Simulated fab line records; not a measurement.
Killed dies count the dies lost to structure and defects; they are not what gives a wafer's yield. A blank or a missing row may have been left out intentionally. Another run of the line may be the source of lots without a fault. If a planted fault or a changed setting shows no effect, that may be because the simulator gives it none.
Which tool is to blame? / flow n5_finfet / 23 lots with 69 wafers sampled at 5 steps, on a route of 1938 steps

== WHAT THE GAUGES READ, wafer by wafer ==
N5_BEOL_M10_OVL_MEAS_12. Usual: for M10_OVL the level is 0.1 nm and the standard deviation is 0.74.
lot=L074; measured=day 10 05:22; on=overlay-01; M10_OVL (nm)=-0.8 0.6 0.4; flag=
lot=L077; measured=day 10 23:37; on=overlay-02; M10_OVL (nm)=0.8 -0.7 -0.1; flag=
lot=L075; measured=day 11 05:00; on=overlay-01; M10_OVL (nm)=-0.5 0.5 -1.0; flag=
lot=L079; measured=day 11 14:42; on=overlay-02; M10_OVL (nm)=0.3 0.1 -0.4; flag=
lot=L078; measured=day 11 14:52; on=overlay-01; M10_OVL (nm)=0.6 0.0 0.4; flag=
lot=L076; measured=day 11 15:33; on=overlay-01; M10_OVL (nm)=0.4 0.5 0.4; flag=
lot=L082; measured=day 12 15:41; on=overlay-01; M10_OVL (nm)=-1.4 0.7 0.2; flag=
lot=L081; measured=day 12 18:12; on=overlay-01; M10_OVL (nm)=-0.6 0.8 0.8; flag=
lot=L080; measured=day 13 00:07; on=overlay-01; M10_OVL (nm)=-0.4 0.5 -0.8; flag=
lot=L084; measured=day 13 03:17; on=overlay-02; M10_OVL (nm)=0.8 0.3 1.7; flag=
lot=L085; measured=day 13 04:06; on=overlay-02; M10_OVL (nm)=0.5 1.1 0.5; flag=
lot=L086; measured=day 13 22:07; on=overlay-02; M10_OVL (nm)=1.1 -1.0 -0.5; flag=
lot=L090; measured=day 14 04:58; on=overlay-01; M10_OVL (nm)=0.3 -0.4 0.3; flag=
lot=L088; measured=day 14 20:16; on=overlay-02; M10_OVL (nm)=-0.5 0.3 0.4; flag=
lot=L087; measured=day 14 20:58; on=overlay-02; M10_OVL (nm)=-0.7 0.9 -1.0; flag=
lot=L089; measured=day 15 01:36; on=overlay-01; M10_OVL (nm)=1.4 0.1 1.1; flag=
lot=L091; measured=day 15 03:34; on=overlay-01; M10_OVL (nm)=1.3 0.3 0.7; flag=
lot=L092; measured=day 16 06:38; on=overlay-01; M10_OVL (nm)=0.2 -0.9 0.9; flag=
lot=L094; measured=day 16 18:19; on=overlay-02; M10_OVL (nm)=-0.2 -0.1 -0.7; flag=
lot=L093; measured=day 17 02:01; on=overlay-02; M10_OVL (nm)=0.6 2.4 1.2; flag=
lot=L097; measured=day 17 02:06; on=overlay-01; M10_OVL (nm)=-0.5 0.3 0.1; flag=
lot=L096; measured=day 17 06:13; on=overlay-02; M10_OVL (nm)=-0.3 -1.7 -1.2; flag=
lot=L095; measured=day 17 09:34; on=overlay-01; M10_OVL (nm)=1.6 -1.9 0.8; flag=

N5_BEOL_M10_RS_MEAS_57: a four-point-probe measurement. Usual: for M10_RS the level is 0.149 ohm/sq and the standard deviation is 0.0043.
lot=L074; measured=day 10 11:10; on=film_metro-01; M10_RS (ohm/sq)=0.161 0.151 0.155; flag=
lot=L077; measured=day 11 05:46; on=film_metro-01; M10_RS (ohm/sq)=0.148 0.155 0.157; flag=
lot=L075; measured=day 11 11:21; on=film_metro-02; M10_RS (ohm/sq)=0.148 0.144 0.147; flag=
lot=L079; measured=day 11 19:23; on=film_metro-01; M10_RS (ohm/sq)=0.145 0.147 0.145; flag=
lot=L078; measured=day 11 20:26; on=film_metro-01; M10_RS (ohm/sq)=0.150 0.150 0.147; flag=
lot=L076; measured=day 11 20:43; on=film_metro-02; M10_RS (ohm/sq)=0.157 0.151 0.157; flag=
lot=L082; measured=day 12 20:01; on=film_metro-01; M10_RS (ohm/sq)=0.144 0.146 0.147; flag=
lot=L081; measured=day 13 00:00; on=film_metro-01; M10_RS (ohm/sq)=0.156 0.149 0.154; flag=
lot=L080; measured=day 13 07:56; on=film_metro-02; M10_RS (ohm/sq)=0.150 0.144 0.152; flag=
lot=L084; measured=day 13 10:35; on=film_metro-01; M10_RS (ohm/sq)=0.147 0.144 0.149; flag=
lot=L085; measured=day 13 10:21; on=film_metro-02; M10_RS (ohm/sq)=0.156 0.154 0.151; flag=
lot=L086; measured=day 14 04:08; on=film_metro-02; M10_RS (ohm/sq)=0.153 0.148 0.152; flag=
lot=L090; measured=day 14 10:10; on=film_metro-01; M10_RS (ohm/sq)=0.151 0.148 0.150; flag=
lot=L088; measured=day 15 00:41; on=film_metro-01; M10_RS (ohm/sq)=0.149 0.145 0.147; flag=
lot=L087; measured=day 15 01:28; on=film_metro-02; M10_RS (ohm/sq)=0.142 0.146 0.149; flag=
lot=L089; measured=day 15 05:46; on=film_metro-01; M10_RS (ohm/sq)=0.152 0.154 0.159; flag=
lot=L091; measured=day 15 10:03; on=film_metro-02; M10_RS (ohm/sq)=0.149 0.148 0.147; flag=
lot=L092; measured=day 16 13:41; on=film_metro-01; M10_RS (ohm/sq)=0.149 0.146 0.148; flag=
lot=L094; measured=day 16 22:59; on=film_metro-01; M10_RS (ohm/sq)=0.148 0.149 0.149; flag=
lot=L093; measured=day 17 07:34; on=film_metro-01; M10_RS (ohm/sq)=0.153 0.145 0.152; flag=
lot=L097; measured=day 17 08:04; on=film_metro-01; M10_RS (ohm/sq)=0.152 0.149 0.146; flag=
lot=L096; measured=day 17 13:15; on=film_metro-02; M10_RS (ohm/sq)=0.154 0.159 0.159; flag=
lot=L095; measured=day 17 16:44; on=film_metro-02; M10_RS (ohm/sq)=0.157 0.149 0.157; flag=

== TOOL THAT RAN EACH LOT (tool first, then ch and the chambers of the sampled wafers, then the start) ==
lot=L074; N5_BEOL_M10_STRIP_67=rie_diel-03 ch 0,2,3, day 10 05:40; N5_BEOL_M10_ETCH_41=rie_diel-01 ch 0,1,3, day 10 10:47 or earlier; N5_BEOL_M10_CMP_52=cmp-02 ch 0,1,2, day 10 10:47
lot=L077; N5_BEOL_M10_STRIP_67=rie_diel-04 ch 0,3, day 10 23:55; N5_BEOL_M10_ETCH_41=rie_diel-04 ch 0,2, day 11 05:20 or earlier; N5_BEOL_M10_CMP_52=cmp-04 ch 1,2, day 11 05:20
lot=L075; N5_BEOL_M10_STRIP_67=rie_diel-03 ch 0,1,2, day 11 05:17; N5_BEOL_M10_ETCH_41=rie_diel-03 ch 1,2,3, day 11 10:55 or earlier; N5_BEOL_M10_CMP_52=cmp-04 ch 1,3, day 11 10:55
lot=L079; N5_BEOL_M10_STRIP_67=rie_diel-04 ch 0,1,3, day 11 14:59; N5_BEOL_M10_ETCH_41=rie_diel-03 ch 0,1,3, day 11 18:58 or earlier; N5_BEOL_M10_CMP_52=cmp-02 ch 0,2,3, day 11 18:58
lot=L078; N5_BEOL_M10_STRIP_67=rie_diel-04 ch 2,3, day 11 15:14; N5_BEOL_M10_ETCH_41=rie_diel-04 ch 0,1,3, day 11 20:03 or earlier; N5_BEOL_M10_CMP_52=cmp-02 ch 0,1,3, day 11 20:03
lot=L076; N5_BEOL_M10_STRIP_67=rie_diel-04 ch 1,3, day 11 15:50; N5_BEOL_M10_ETCH_41=rie_diel-01 ch 0,1,3, day 11 20:19 or earlier; N5_BEOL_M10_CMP_52=cmp-01 ch 0,1,3, day 11 20:19
lot=L082; N5_BEOL_M10_STRIP_67=rie_diel-03 ch 0,1,3, day 12 15:58; N5_BEOL_M10_ETCH_41=rie_diel-03 ch 0,1,2, day 12 19:35 or earlier; N5_BEOL_M10_CMP_52=cmp-02 ch 1,2,3, day 12 19:35
lot=L081; N5_BEOL_M10_STRIP_67=rie_diel-01 ch 0,2,3, day 12 18:41; N5_BEOL_M10_ETCH_41=rie_diel-04 ch 0,1,3, day 12 23:34 or earlier; N5_BEOL_M10_CMP_52=cmp-01 ch 0,1, day 12 23:34
lot=L080; N5_BEOL_M10_STRIP_67=rie_diel-01 ch 0,2, day 13 00:26; N5_BEOL_M10_ETCH_41=rie_diel-03 ch 1,2,3, day 13 07:32 or earlier; N5_BEOL_M10_CMP_52=cmp-01 ch 0,1,3, day 13 07:32
lot=L084; N5_BEOL_M10_STRIP_67=rie_diel-01 ch 0,2,3, day 13 03:52; N5_BEOL_M10_ETCH_41=rie_diel-03 ch 1,2,3, day 13 10:14 or earlier; N5_BEOL_M10_CMP_52=cmp-02 ch 0,1,2, day 13 10:14
lot=L085; N5_BEOL_M10_STRIP_67=rie_diel-03 ch 1,2, day 13 04:26; N5_BEOL_M10_ETCH_41=rie_diel-01 ch 1,2, day 13 09:55 or earlier; N5_BEOL_M10_CMP_52=cmp-01 ch 0,1, day 13 09:55
lot=L086; N5_BEOL_M10_STRIP_67=rie_diel-03 ch 0,1,3, day 13 22:24; N5_BEOL_M10_ETCH_41=rie_diel-04 ch 1,2,3, day 14 03:44 or earlier; N5_BEOL_M10_CMP_52=cmp-04 ch 0,1,2, day 14 03:44
lot=L090; N5_BEOL_M10_STRIP_67=rie_diel-03 ch 0,1,3, day 14 05:15; N5_BEOL_M10_ETCH_41=rie_diel-01 ch 0,1,3, day 14 09:44 or earlier; N5_BEOL_M10_CMP_52=cmp-01 ch 1,2,3, day 14 09:44
lot=L088; N5_BEOL_M10_STRIP_67=rie_diel-01 ch 1,2, day 14 20:34; N5_BEOL_M10_ETCH_41=rie_diel-01 ch 2,3, day 15 00:13 or earlier; N5_BEOL_M10_CMP_52=cmp-04 ch 0,1,3, day 15 00:13
lot=L087; N5_BEOL_M10_STRIP_67=rie_diel-04 ch 0,2,3, day 14 21:16; N5_BEOL_M10_ETCH_41=rie_diel-03 ch 1,2,3, day 15 01:00 or earlier; N5_BEOL_M10_CMP_52=cmp-04 ch 0,1,2, day 15 01:00
lot=L089; N5_BEOL_M10_STRIP_67=rie_diel-04 ch 0,2,3, day 15 01:58; N5_BEOL_M10_ETCH_41=rie_diel-01 ch 2,3, day 15 05:23 or earlier; N5_BEOL_M10_CMP_52=cmp-01 ch 0,1,3, day 15 05:23
lot=L091; N5_BEOL_M10_STRIP_67=rie_diel-01 ch 1,3, day 15 03:52; N5_BEOL_M10_ETCH_41=rie_diel-03 ch 0,1,2, day 15 09:37 or earlier; N5_BEOL_M10_CMP_52=cmp-02 ch 0,3, day 15 09:37
lot=L092; N5_BEOL_M10_STRIP_67=rie_diel-04 ch 0,1,3, day 16 07:25; N5_BEOL_M10_ETCH_41=rie_diel-03 ch 1,2,3, day 16 13:16 or earlier; N5_BEOL_M10_CMP_52=cmp-02 ch 0,1,3, day 16 13:16
lot=L094; N5_BEOL_M10_STRIP_67=rie_diel-03 ch 0,1,2, day 16 18:36; N5_BEOL_M10_ETCH_41=rie_diel-03 ch 0,1,2, day 16 22:34 or earlier; N5_BEOL_M10_CMP_52=cmp-02 ch 1,2,3, day 16 22:34
lot=L093; N5_BEOL_M10_STRIP_67=rie_diel-01 ch 0,1,3, day 17 02:19; N5_BEOL_M10_ETCH_41=rie_diel-04 ch 0,2,3, day 17 07:08 or earlier; N5_BEOL_M10_CMP_52=cmp-02 ch 0,1,2, day 17 07:08
lot=L097; N5_BEOL_M10_STRIP_67=rie_diel-01 ch 1,3, day 17 02:34; N5_BEOL_M10_ETCH_41=rie_diel-01 ch 0,1,3, day 17 07:38 or earlier; N5_BEOL_M10_CMP_52=cmp-02 ch 0,1, day 17 07:38
lot=L096; N5_BEOL_M10_STRIP_67=rie_diel-03 ch 0,2,3, day 17 06:59; N5_BEOL_M10_ETCH_41=rie_diel-04 ch 0,3, day 17 12:51 or earlier; N5_BEOL_M10_CMP_52=cmp-01 ch 1,3, day 17 12:51
lot=L095; N5_BEOL_M10_STRIP_67=rie_diel-04 ch 1,3, day 17 09:52; N5_BEOL_M10_ETCH_41=rie_diel-04 ch 0,1, day 17 16:20 or earlier; N5_BEOL_M10_CMP_52=cmp-01 ch 1,2, day 17 16:20
- N5_BEOL_M10_STRIP_67: strips in CF4.
- N5_BEOL_M10_ETCH_41: etches SiCN in CH3F/O2, target depth 42.6 nm, time 86 s.
- N5_BEOL_M10_CMP_52: polishes, stops on SiCOH lowk, t overpolish 7 s, target thk 140 nm.

== AS READ BY THE TOOLS THEMSELVES (means over the sampled wafers that have a number; for cases with no such wafer, the mark the record gives instead) ==
N5_BEOL_M10_STRIP_67. Usual: drypump_motor_current_A 5.49 A, standard deviation 0.29; oes_product_au 0.82 a.u., standard deviation 0.086; rf_vpp_V 271.2 V, standard deviation 1.5; showerhead_plenum_p_Torr 1.80 Torr, standard deviation 0.059; throttle_valve_pct 13.43 %, standard deviation 0.25.
lot=L074; tool=rie_diel-03; drypump_motor_current_A (A)=5.40; oes_product_au (a.u.)=0.86; rf_vpp_V (V)=272.0; showerhead_plenum_p_Torr (Torr)=1.84; throttle_valve_pct (%)=13.30; flag=
lot=L077; tool=rie_diel-04; drypump_motor_current_A (A)=5.43; oes_product_au (a.u.)=0.72; rf_vpp_V (V)=270.0; showerhead_plenum_p_Torr (Torr)=1.77; throttle_valve_pct (%)=13.64; flag=
lot=L075; tool=rie_diel-03; drypump_motor_current_A (A)=5.54; oes_product_au (a.u.)=0.91; rf_vpp_V (V)=272.6; showerhead_plenum_p_Torr (Torr)=1.85; throttle_valve_pct (%)=13.27; flag=
lot=L079; tool=rie_diel-04; drypump_motor_current_A (A)=5.55; oes_product_au (a.u.)=0.71; rf_vpp_V (V)=270.2; showerhead_plenum_p_Torr (Torr)=1.75; throttle_valve_pct (%)=13.65; flag=
lot=L078; tool=rie_diel-04; drypump_motor_current_A (A)=5.34; oes_product_au (a.u.)=0.85; rf_vpp_V (V)=270.2; showerhead_plenum_p_Torr (Torr)=1.77; throttle_valve_pct (%)=13.33; flag=
lot=L076; tool=rie_diel-04; drypump_motor_current_A (A)=5.45; oes_product_au (a.u.)=0.71; rf_vpp_V (V)=269.9; showerhead_plenum_p_Torr (Torr)=1.76; throttle_valve_pct (%)=13.67; flag=
lot=L082; tool=rie_diel-03; drypump_motor_current_A (A)=5.70; oes_product_au (a.u.)=0.86; rf_vpp_V (V)=271.9; showerhead_plenum_p_Torr (Torr)=1.82; throttle_valve_pct (%)=13.30; flag=
lot=L081; tool=rie_diel-01; drypump_motor_current_A (A)=5.44; oes_product_au (a.u.)=0.74; rf_vpp_V (V)=271.1; showerhead_plenum_p_Torr (Torr)=1.76; throttle_valve_pct (%)=13.66; flag=
lot=L080; tool=rie_diel-01; drypump_motor_current_A (A)=5.48; oes_product_au (a.u.)=0.70; rf_vpp_V (V)=271.8; showerhead_plenum_p_Torr (Torr)=1.79; throttle_valve_pct (%)=13.73; flag=
lot=L084; tool=rie_diel-01; drypump_motor_current_A (A)=5.45; oes_product_au (a.u.)=0.74; rf_vpp_V (V)=270.5; showerhead_plenum_p_Torr (Torr)=1.76; throttle_valve_pct (%)=13.67; flag=
lot=L085; tool=rie_diel-03; drypump_motor_current_A (A)=5.23; oes_product_au (a.u.)=0.87; rf_vpp_V (V)=273.1; showerhead_plenum_p_Torr (Torr)=1.87; throttle_valve_pct (%)=13.48; flag=
lot=L086; tool=rie_diel-03; drypump_motor_current_A (A)=5.69; oes_product_au (a.u.)=0.85; rf_vpp_V (V)=271.1; showerhead_plenum_p_Torr (Torr)=1.81; throttle_valve_pct (%)=13.32; flag=
lot=L090; tool=rie_diel-03; drypump_motor_current_A (A)=5.70; oes_product_au (a.u.)=0.85; rf_vpp_V (V)=271.5; showerhead_plenum_p_Torr (Torr)=1.81; throttle_valve_pct (%)=13.33; flag=
lot=L088; tool=rie_diel-01; drypump_motor_current_A (A)=5.68; oes_product_au (a.u.)=0.85; rf_vpp_V (V)=272.1; showerhead_plenum_p_Torr (Torr)=1.83; throttle_valve_pct (%)=13.40; flag=
lot=L087; tool=rie_diel-04; drypump_motor_current_A (A)=5.37; oes_product_au (a.u.)=0.84; rf_vpp_V (V)=270.1; showerhead_plenum_p_Torr (Torr)=1.76; throttle_valve_pct (%)=13.34; flag=
lot=L089; tool=rie_diel-04; drypump_motor_current_A (A)=5.39; oes_product_au (a.u.)=0.84; rf_vpp_V (V)=269.4; showerhead_plenum_p_Torr (Torr)=1.76; throttle_valve_pct (%)=13.36; flag=
lot=L091; tool=rie_diel-01; drypump_motor_current_A (A)=5.38; oes_product_au (a.u.)=0.84; rf_vpp_V (V)=270.6; showerhead_plenum_p_Torr (Torr)=1.79; throttle_valve_pct (%)=13.39; flag=
lot=L092; tool=rie_diel-04; drypump_motor_current_A (A)=5.55; oes_product_au (a.u.)=0.85; rf_vpp_V (V)=272.3; showerhead_plenum_p_Torr (Torr)=1.81; throttle_valve_pct (%)=13.35; flag=
lot=L094; tool=rie_diel-03; drypump_motor_current_A (A)=5.53; oes_product_au (a.u.)=0.83; rf_vpp_V (V)=272.2; showerhead_plenum_p_Torr (Torr)=1.84; throttle_valve_pct (%)=13.37; flag=
lot=L093; tool=rie_diel-01; drypump_motor_current_A (A)=5.40; oes_product_au (a.u.)=0.86; rf_vpp_V (V)=272.1; showerhead_plenum_p_Torr (Torr)=1.81; throttle_valve_pct (%)=13.31; flag=
lot=L097; tool=rie_diel-01; drypump_motor_current_A (A)=5.51; oes_product_au (a.u.)=0.85; rf_vpp_V (V)=272.6; showerhead_plenum_p_Torr (Torr)=1.84; throttle_valve_pct (%)=13.31; flag=
lot=L096; tool=rie_diel-03; drypump_motor_current_A (A)=5.39; oes_product_au (a.u.)=0.80; rf_vpp_V (V)=271.5; showerhead_plenum_p_Torr (Torr)=1.83; throttle_valve_pct (%)=13.41; flag=
lot=L095; tool=rie_diel-04; drypump_motor_current_A (A)=5.67; oes_product_au (a.u.)=0.82; rf_vpp_V (V)=272.9; showerhead_plenum_p_Torr (Torr)=1.85; throttle_valve_pct (%)=13.41; flag=

N5_BEOL_M10_ETCH_41. Usual: drypump_motor_current_A 5.5 A, standard deviation 0.31; oes_product_au 0.83 a.u., standard deviation 0.093; rf_vpp_V 297.5 V, standard deviation 1.8; showerhead_plenum_p_Torr 2.02 Torr, standard deviation 0.081; throttle_valve_pct 16.20 %, standard deviation 0.22.
lot=L074; tool=rie_diel-01; drypump_motor_current_A (A)=5.4; oes_product_au (a.u.)=0.74; rf_vpp_V (V)=296.9; showerhead_plenum_p_Torr (Torr)=1.96; throttle_valve_pct (%)=16.26; flag=
lot=L077; tool=rie_diel-04; drypump_motor_current_A (A)=5.5; oes_product_au (a.u.)=0.77; rf_vpp_V (V)=296.6; showerhead_plenum_p_Torr (Torr)=1.97; throttle_valve_pct (%)=16.18; flag=
lot=L075; tool=rie_diel-03; drypump_motor_current_A (A)=5.4; oes_product_au (a.u.)=0.90; rf_vpp_V (V)=298.1; showerhead_plenum_p_Torr (Torr)=2.07; throttle_valve_pct (%)=16.27; flag=
lot=L079; tool=rie_diel-03; drypump_motor_current_A (A)=5.7; oes_product_au (a.u.)=0.89; rf_vpp_V (V)=298.2; showerhead_plenum_p_Torr (Torr)=2.04; throttle_valve_pct (%)=16.09; flag=
lot=L078; tool=rie_diel-04; drypump_motor_current_A (A)=5.5; oes_product_au (a.u.)=0.70; rf_vpp_V (V)=295.9; showerhead_plenum_p_Torr (Torr)=1.95; throttle_valve_pct (%)=16.35; flag=
lot=L076; tool=rie_diel-01; drypump_motor_current_A (A)=5.4; oes_product_au (a.u.)=0.72; rf_vpp_V (V)=296.5; showerhead_plenum_p_Torr (Torr)=1.95; throttle_valve_pct (%)=16.27; flag=
lot=L082; tool=rie_diel-03; drypump_motor_current_A (A)=5.5; oes_product_au (a.u.)=0.89; rf_vpp_V (V)=298.4; showerhead_plenum_p_Torr (Torr)=2.07; throttle_valve_pct (%)=16.14; flag=
lot=L081; tool=rie_diel-04; drypump_motor_current_A (A)=5.5; oes_product_au (a.u.)=0.70; rf_vpp_V (V)=296.7; showerhead_plenum_p_Torr (Torr)=1.95; throttle_valve_pct (%)=16.38; flag=
lot=L080; tool=rie_diel-03; drypump_motor_current_A (A)=5.4; oes_product_au (a.u.)=0.87; rf_vpp_V (V)=298.3; showerhead_plenum_p_Torr (Torr)=2.07; throttle_valve_pct (%)=16.30; flag=
lot=L084; tool=rie_diel-03; drypump_motor_current_A (A)=5.4; oes_product_au (a.u.)=0.87; rf_vpp_V (V)=298.0; showerhead_plenum_p_Torr (Torr)=2.06; throttle_valve_pct (%)=16.30; flag=
lot=L085; tool=rie_diel-01; drypump_motor_current_A (A)=5.7; oes_product_au (a.u.)=0.90; rf_vpp_V (V)=298.7; showerhead_plenum_p_Torr (Torr)=2.05; throttle_valve_pct (%)=16.07; flag=
lot=L086; tool=rie_diel-04; drypump_motor_current_A (A)=5.5; oes_product_au (a.u.)=0.77; rf_vpp_V (V)=296.6; showerhead_plenum_p_Torr (Torr)=1.94; throttle_valve_pct (%)=16.21; flag=
lot=L090; tool=rie_diel-01; drypump_motor_current_A (A)=5.4; oes_product_au (a.u.)=0.90; rf_vpp_V (V)=298.1; showerhead_plenum_p_Torr (Torr)=2.03; throttle_valve_pct (%)=15.98; flag=
lot=L088; tool=rie_diel-01; drypump_motor_current_A (A)=5.4; oes_product_au (a.u.)=0.77; rf_vpp_V (V)=295.6; showerhead_plenum_p_Torr (Torr)=1.91; throttle_valve_pct (%)=16.29; flag=
lot=L087; tool=rie_diel-03; drypump_motor_current_A (A)=5.4; oes_product_au (a.u.)=0.84; rf_vpp_V (V)=298.9; showerhead_plenum_p_Torr (Torr)=2.06; throttle_valve_pct (%)=16.33; flag=
lot=L089; tool=rie_diel-01; drypump_motor_current_A (A)=5.6; oes_product_au (a.u.)=0.74; rf_vpp_V (V)=295.2; showerhead_plenum_p_Torr (Torr)=1.90; throttle_valve_pct (%)=16.41; flag=
lot=L091; tool=rie_diel-03; drypump_motor_current_A (A)=5.5; oes_product_au (a.u.)=0.86; rf_vpp_V (V)=298.4; showerhead_plenum_p_Torr (Torr)=2.07; throttle_valve_pct (%)=16.17; flag=
lot=L092; tool=rie_diel-03; drypump_motor_current_A (A)=5.4; oes_product_au (a.u.)=0.84; rf_vpp_V (V)=297.5; showerhead_plenum_p_Torr (Torr)=2.06; throttle_valve_pct (%)=16.35; flag=
lot=L094; tool=rie_diel-03; drypump_motor_current_A (A)=5.5; oes_product_au (a.u.)=0.85; rf_vpp_V (V)=297.4; showerhead_plenum_p_Torr (Torr)=2.07; throttle_valve_pct (%)=16.20; flag=
lot=L093; tool=rie_diel-04; drypump_motor_current_A (A)=5.4; oes_product_au (a.u.)=0.82; rf_vpp_V (V)=295.9; showerhead_plenum_p_Torr (Torr)=1.95; throttle_valve_pct (%)=16.07; flag=
lot=L097; tool=rie_diel-01; drypump_motor_current_A (A)=5.4; oes_product_au (a.u.)=0.85; rf_vpp_V (V)=297.3; showerhead_plenum_p_Torr (Torr)=2.02; throttle_valve_pct (%)=16.03; flag=
lot=L096; tool=rie_diel-04; drypump_motor_current_A (A)=5.4; oes_product_au (a.u.)=0.82; rf_vpp_V (V)=295.6; showerhead_plenum_p_Torr (Torr)=1.96; throttle_valve_pct (%)=16.08; flag=
lot=L095; tool=rie_diel-04; drypump_motor_current_A (A)=5.6; oes_product_au (a.u.)=0.89; rf_vpp_V (V)=296.6; showerhead_plenum_p_Torr (Torr)=2.02; throttle_valve_pct (%)=15.97; flag=

N5_BEOL_M10_CMP_52. Usual: barrier_field_endpoint_s 29.4 s, standard deviation 0.8; edge_zone_pressure_frac 1.000, standard deviation 0.0048; motor_current_A 5.7 A, standard deviation 0.75; overpolish_run_s 6.999 s, standard deviation 0.0089; retaining_ring_pressure_frac 1.001, standard deviation 0.0051; time_to_endpoint_s 67 s, standard deviation 3.4.
lot=L074; tool=cmp-02; barrier_field_endpoint_s (s)=29.1; edge_zone_pressure_frac=1.000; motor_current_A (A)=5.1; overpolish_run_s (s)=6.994; retaining_ring_pressure_frac=0.997; time_to_endpoint_s (s)=66; flag=
lot=L077; tool=cmp-04; barrier_field_endpoint_s (s)=28.7; edge_zone_pressure_frac=0.997; motor_current_A (A)=6.6; overpolish_run_s (s)=7.004; retaining_ring_pressure_frac=1.002; time_to_endpoint_s (s)=65; flag=
lot=L075; tool=cmp-04; barrier_field_endpoint_s (s)=29.4; edge_zone_pressure_frac=0.999; motor_current_A (A)=5.2; overpolish_run_s (s)=6.998; retaining_ring_pressure_frac=0.999; time_to_endpoint_s (s)=68; flag=
lot=L079; tool=cmp-02; barrier_field_endpoint_s (s)=29.9; edge_zone_pressure_frac=1.003; motor_current_A (A)=5.6; overpolish_run_s (s)=7.001; retaining_ring_pressure_frac=1.004; time_to_endpoint_s (s)=72; flag=
lot=L078; tool=cmp-02; barrier_field_endpoint_s (s)=30.5; edge_zone_pressure_frac=1.000; motor_current_A (A)=5.8; overpolish_run_s (s)=6.996; retaining_ring_pressure_frac=1.002; time_to_endpoint_s (s)=69; flag=
lot=L076; tool=cmp-01; barrier_field_endpoint_s (s)=30.3; edge_zone_pressure_frac=1.001; motor_current_A (A)=5.8; overpolish_run_s (s)=6.997; retaining_ring_pressure_frac=1.000; time_to_endpoint_s (s)=68; flag=
lot=L082; tool=cmp-02; barrier_field_endpoint_s (s)=29.9; edge_zone_pressure_frac=1.004; motor_current_A (A)=5.5; overpolish_run_s (s)=6.998; retaining_ring_pressure_frac=1.000; time_to_endpoint_s (s)=67; flag=
lot=L081; tool=cmp-01; barrier_field_endpoint_s (s)=28.8; edge_zone_pressure_frac=0.997; motor_current_A (A)=6.2; overpolish_run_s (s)=7.005; retaining_ring_pressure_frac=0.999; time_to_endpoint_s (s)=65; flag=
lot=L080; tool=cmp-01; barrier_field_endpoint_s (s)=28.5; edge_zone_pressure_frac=0.998; motor_current_A (A)=6.1; overpolish_run_s (s)=7.004; retaining_ring_pressure_frac=0.999; time_to_endpoint_s (s)=64; flag=
lot=L084; tool=cmp-02; barrier_field_endpoint_s (s)=29.0; edge_zone_pressure_frac=0.999; motor_current_A (A)=5.1; overpolish_run_s (s)=7.000; retaining_ring_pressure_frac=1.006; time_to_endpoint_s (s)=69; flag=
lot=L085; tool=cmp-01; barrier_field_endpoint_s (s)=29.5; edge_zone_pressure_frac=1.000; motor_current_A (A)=6.0; overpolish_run_s (s)=7.001; retaining_ring_pressure_frac=0.997; time_to_endpoint_s (s)=67; flag=
lot=L086; tool=cmp-04; barrier_field_endpoint_s (s)=28.5; edge_zone_pressure_frac=0.998; motor_current_A (A)=5.9; overpolish_run_s (s)=6.999; retaining_ring_pressure_frac=1.003; time_to_endpoint_s (s)=66; flag=
lot=L090; tool=cmp-01; barrier_field_endpoint_s (s)=29.7; edge_zone_pressure_frac=1.001; motor_current_A (A)=5.9; overpolish_run_s (s)=6.998; retaining_ring_pressure_frac=1.002; time_to_endpoint_s (s)=67; flag=
lot=L088; tool=cmp-04; barrier_field_endpoint_s (s)=29.2; edge_zone_pressure_frac=0.998; motor_current_A (A)=5.0; overpolish_run_s (s)=6.993; retaining_ring_pressure_frac=1.001; time_to_endpoint_s (s)=68; flag=
lot=L087; tool=cmp-04; barrier_field_endpoint_s (s)=29.6; edge_zone_pressure_frac=0.999; motor_current_A (A)=6.0; overpolish_run_s (s)=6.991; retaining_ring_pressure_frac=1.002; time_to_endpoint_s (s)=68; flag=
lot=L089; tool=cmp-01; barrier_field_endpoint_s (s)=29.0; edge_zone_pressure_frac=1.000; motor_current_A (A)=6.1; overpolish_run_s (s)=6.993; retaining_ring_pressure_frac=1.000; time_to_endpoint_s (s)=65; flag=
lot=L091; tool=cmp-02; barrier_field_endpoint_s (s)=30.1; edge_zone_pressure_frac=1.006; motor_current_A (A)=6.0; overpolish_run_s (s)=6.998; retaining_ring_pressure_frac=0.999; time_to_endpoint_s (s)=71; flag=
lot=L092; tool=cmp-02; barrier_field_endpoint_s (s)=28.9; edge_zone_pressure_frac=1.001; motor_current_A (A)=5.8; overpolish_run_s (s)=7.001; retaining_ring_pressure_frac=1.001; time_to_endpoint_s (s)=65; flag=
lot=L094; tool=cmp-02; barrier_field_endpoint_s (s)=30.0; edge_zone_pressure_frac=0.996; motor_current_A (A)=5.6; overpolish_run_s (s)=6.999; retaining_ring_pressure_frac=1.002; time_to_endpoint_s (s)=67; flag=
lot=L093; tool=cmp-02; barrier_field_endpoint_s (s)=28.8; edge_zone_pressure_frac=1.000; motor_current_A (A)=5.1; overpolish_run_s (s)=7.006; retaining_ring_pressure_frac=1.003; time_to_endpoint_s (s)=68; flag=
lot=L097; tool=cmp-02; barrier_field_endpoint_s (s)=30.0; edge_zone_pressure_frac=0.998; motor_current_A (A)=5.5; overpolish_run_s (s)=6.992; retaining_ring_pressure_frac=0.998; time_to_endpoint_s (s)=69; flag=
lot=L096; tool=cmp-01; barrier_field_endpoint_s (s)=29.2; edge_zone_pressure_frac=1.000; motor_current_A (A)=5.5; overpolish_run_s (s)=6.995; retaining_ring_pressure_frac=1.004; time_to_endpoint_s (s)=67; flag=
lot=L095; tool=cmp-01; barrier_field_endpoint_s (s)=29.9; edge_zone_pressure_frac=0.994; motor_current_A (A)=5.5; overpolish_run_s (s)=7.005; retaining_ring_pressure_frac=1.004; time_to_endpoint_s (s)=69; flag=

== THE ANSWER, worked out from the rows above alone ==
Rule: a lot is off if the mean of its wafers that have a number lies more than 3 standard deviations from the usual mean. Also off: a lot with no number at a reading for which 4 or more lots have one. All remaining lots with rows at the step are treated as sound. After the gauges, taken in route order, come the tools' own readings; for these a lot's mean is taken, as printed above. At the first step where some lot is off, the reading lying furthest off is the one used; lots without a number count as furthest.
No lot is off on any of the readings shown, so nothing can be concluded from this.

== WHAT HAD BEEN PUT IN BY THE SIMULATOR ==
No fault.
